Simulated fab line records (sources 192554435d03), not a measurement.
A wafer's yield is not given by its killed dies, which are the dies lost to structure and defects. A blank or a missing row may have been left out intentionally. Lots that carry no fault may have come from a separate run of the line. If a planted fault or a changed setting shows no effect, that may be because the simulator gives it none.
Chamber matching || flow n5-finfet || rie-diel-04 running N5_BEOL_M14_ETCH_67: 4 sister chambers
The step etches SiARC in CF4, target depth 143 nm, time 238.3 s. 4 wafers are shown with their chamber, then 8 later ones without.

## EACH WAFER AND ITS CHAMBER
{"wafer": "L094.1", "chamber": 1, "showerhead-plenum-p-Torr (Torr)": 2.19}
{"wafer": "L094.2", "chamber": 0, "showerhead-plenum-p-Torr (Torr)": 2.25}
{"wafer": "L094.3", "chamber": 3, "showerhead-plenum-p-Torr (Torr)": 2.09}
{"wafer": "L095.3", "chamber": 2, "showerhead-plenum-p-Torr (Torr)": 2.08}

## WAFERS WITH NO CHAMBER GIVEN
{"wafer": "L095.5", "showerhead-plenum-p-Torr (Torr)": 2.18}
{"wafer": "L095.6", "showerhead-plenum-p-Torr (Torr)": 2.08}
{"wafer": "L096.2", "showerhead-plenum-p-Torr (Torr)": 2.09}
{"wafer": "L096.3", "showerhead-plenum-p-Torr (Torr)": 2.08}
{"wafer": "L096.5", "showerhead-plenum-p-Torr (Torr)": 2.08}
{"wafer": "L097.2", "showerhead-plenum-p-Torr (Torr)": 2.09}
{"wafer": "L097.4", "showerhead-plenum-p-Torr (Torr)": 2.24}
{"wafer": "L097.5", "showerhead-plenum-p-Torr (Torr)": 2.08}

## THE CHAMBER EACH PASSED THROUGH
{"wafer": "L095.5", "from the rows above": 1, "in truth": 1}
{"wafer": "L095.6", "from the rows above": 2, "in truth": 2}
{"wafer": "L096.2", "from the rows above": 3, "in truth": 3}
{"wafer": "L096.3", "from the rows above": 2, "in truth": 2}
{"wafer": "L096.5", "from the rows above": 2, "in truth": 2}
{"wafer": "L097.2", "from the rows above": 3, "in truth": 3}
{"wafer": "L097.4", "from the rows above": 0, "in truth": 0}
{"wafer": "L097.5", "from the rows above": 2, "in truth": 2}
Correct placement for 8 of the 8. Left unplaced by these rows: 0. Wrongly placed: 0.
How it was worked out, from the rows above alone: a wafer's distance from a chamber is the root of the sum, over the readings, of the square of ((its reading less the chamber's mean) divided by the reading's scatter). If the next closest chamber is less than 2 further off than the closest, the wafer can't be placed; otherwise it belongs to the closest. The mean given for a chamber averages the wafers shown for that chamber. The scatter: with one shown wafer a chamber, the root of the mean of the squares of how far each hidden wafer lies from its nearest shown one.
